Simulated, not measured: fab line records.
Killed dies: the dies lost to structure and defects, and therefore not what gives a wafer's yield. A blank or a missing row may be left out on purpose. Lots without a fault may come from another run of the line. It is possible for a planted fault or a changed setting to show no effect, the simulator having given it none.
Chamber matching | flow n5 finfet | rie diel-01 running N5_BEOL_M5_STRIP_36: 4 sister chambers
The step strips in N2/H2. 4 wafers are shown with their chamber, then 10 later ones without.

WAFERS, EACH WITH ITS CHAMBER
wafer  | chamber | throttle valve pct (%)
L077.4 | 1       | 23.23
L088.5 | 3       | 23.78
L091.1 | 0       | 23.38
L091.2 | 2       | 24.16

WAFERS WITHOUT THEIR CHAMBER
wafer  | throttle valve pct (%)
L091.3 | 23.78
L091.4 | 23.26
L091.5 | 23.38
L091.6 | 23.77
L089.3 | 24.15
L089.5 | 24.13
L089.6 | 23.28
L095.2 | 23.79
L095.3 | 23.26
L095.4 | 23.38

WHICH CHAMBER EACH WENT THROUGH
wafer  | from the rows above | in truth
L091.3 | 3                   | 3
L091.4 | 1                   | 1
L091.5 | 0                   | 0
L091.6 | 3                   | 3
L089.3 | 2                   | 2
L089.5 | 2                   | 2
L089.6 | 1                   | 1
L095.2 | 3                   | 3
L095.3 | 1                   | 1
L095.4 | 0                   | 0
10 of 10 placed correctly. Number that these rows cannot place: 0. 0 placed wrongly.
How it was worked out, from the rows above alone: a wafer's distance from a chamber is the root of the sum, over the readings, of the square of ((its reading less the chamber's mean) divided by the reading's scatter). If the next closest chamber is less than 2 further off than the closest, the wafer can't be placed; otherwise it belongs to the closest. A chamber's mean is the mean of its shown wafers. The scatter: root of mean squared gap, hidden wafer to nearest shown wafer, with one shown wafer a chamber.
